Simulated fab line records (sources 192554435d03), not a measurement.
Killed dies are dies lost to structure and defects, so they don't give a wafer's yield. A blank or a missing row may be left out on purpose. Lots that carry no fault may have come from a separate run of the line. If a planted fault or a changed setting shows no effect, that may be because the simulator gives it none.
One fault seen from 3 desks    flow n5_finfet    only its own numbers are on each desk; what lay behind them is given at the end
Where a reading is given only as a bound, like >300, the bound stands for it, and a mean or a difference that rests on one is marked > or <: the true number lies beyond.

## THE DEFECT DESK
For each lot, the counts of the inspections along the route, averaged over the sampled wafers that have a number. The brackets show how far a lot's mean lies from the usual mean; more than 4 standard deviations puts the lot out of limits, marked OUT.
Columns: A = raw_defect_count at N5_BEOL_M0_SAQP_INSPECT_42, usual 296; B = raw_defect_count at N5_BEOL_M0_CUTY_INSPECT_59, usual 2.1
lot   first seen here  A               B
L549  day 5 14:45      310             1.7
L551  day 6 01:11      309             3.3
L555  day 7 11:20      684 (+4.7) OUT  >151 (+99 or more) OUT
L556  day 7 18:52      1196 (+11) OUT  >300 (+99 or more) OUT
L557  day 7 20:04      1424 (+14) OUT  >300 (+99 or more) OUT
L560  day 8 07:36      310             1.3
L563  day 8 22:58      312             2.0
L564  day 9 07:24      375             3.7
L572  day 11 14:02     395             3.3
This desk's verdict: out of limits on L555, L556, L557, starting with L555 at day 7 11:20 (raw_defect_count at N5_BEOL_M0_SAQP_INSPECT_42). Within limits: L549, L551, L560, L563, L564, L572.

## METROLOGY DESK
What the gauges read, lot by lot, whatever tool the lot ran on: means of the sampled wafers that have a number. The brackets show how far a lot's mean lies from the usual mean; more than 4 standard deviations puts the lot out of limits, marked OUT. Only the readings that lie furthest out on some lot appear, 7 of the 10 it has.
Columns: A = DIBL_N at N5_BEOL_M4_RC_MEAS_101, usual 37.1 mV/V; B = DIBL_P at N5_BEOL_M4_RC_MEAS_101, usual 38 mV/V; C = IOFF_N at N5_BEOL_M4_RC_MEAS_101, usual 0.18 nA/um; D = ION_N at N5_BEOL_M4_RC_MEAS_101, usual 678 uA/um; E = SS_N at N5_BEOL_M4_RC_MEAS_101, usual 71.7 mV/dec; F = SS_P at N5_BEOL_M4_RC_MEAS_101, usual 73.7 mV/dec; G = VT_N at N5_BEOL_M4_RC_MEAS_101, usual 249 mV
lot   first seen here  A     B   C     D    E     F     G
L549  day 10 15:06     32.6  33  0.12  652  71.1  71.8  256
L551  day 11 05:18     36.2  35  0.15  686  71.3  73.0  247
L555  day 12 01:50     37.0  38  0.17  680  71.7  73.8  248
L556  day 12 02:31     34.7  37  0.14  667  70.5  73.3  252
L557  day 12 21:28     41.4  40  0.29  696  72.2  74.7  242
L560  day 13 06:21     36.2  37  0.16  678  71.9  73.5  250
L563  day 14 04:21     38.3  40  0.22  694  72.2  74.0  246
L564  day 14 05:19     37.8  38  0.18  678  71.9  74.0  251
L572  day 16 15:21     39.3  41  0.24  686  72.6  74.6  244
Result from this desk: across the 9 lots, nothing is out of limits.

## AT THE TOOL OWNER'S DESK: vapor_etch-01
The tool's own readings at N5_BEOL_M0_SAQP_RECESS_109 (chemistry HF/NH3, target SiO2, target depth 3 nm, afs cycles 1, sublimation time 60 s): means of the sampled wafers that have a number, for each lot that ran on this tool. The brackets show how far a lot's mean lies from the usual mean; more than 4 standard deviations puts the lot out of limits, marked OUT.
Columns: A = drypump_motor_current_A at N5_BEOL_M0_SAQP_RECESS_109, usual 5.2 A
lot   first seen here  A
L549  day 5 13:28      4.9
L551  day 5 23:47      4.9
L555  day 7 10:04      4.8
L556  day 7 17:29      4.9
L557  day 7 18:32      4.9
Result from this desk: across the 5 lots, nothing is out of limits.

## PUT TOGETHER
The defect desk could have raised an alarm at day 7 11:20, on L555, L556, L557.
From the metrology desk's view, nothing was out of limits.
The tool owner's desk saw nothing out of limits.
The metrology desk holds a record of L555, L556, L557, inside its limits.
Tool owner's desk: L555, L556, L557 on record, inside its limits.
Every lot named ran N5_BEOL_M0_SAQP_RECESS_109 on vapor_etch-01.

## WHAT THE SIMULATOR HAD PUT IN
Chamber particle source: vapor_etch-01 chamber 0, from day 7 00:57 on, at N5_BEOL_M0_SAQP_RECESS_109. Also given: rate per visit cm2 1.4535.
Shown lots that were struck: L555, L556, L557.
Hours from the fault's start to each desk's first reading out of limits: the defect desk, 10.
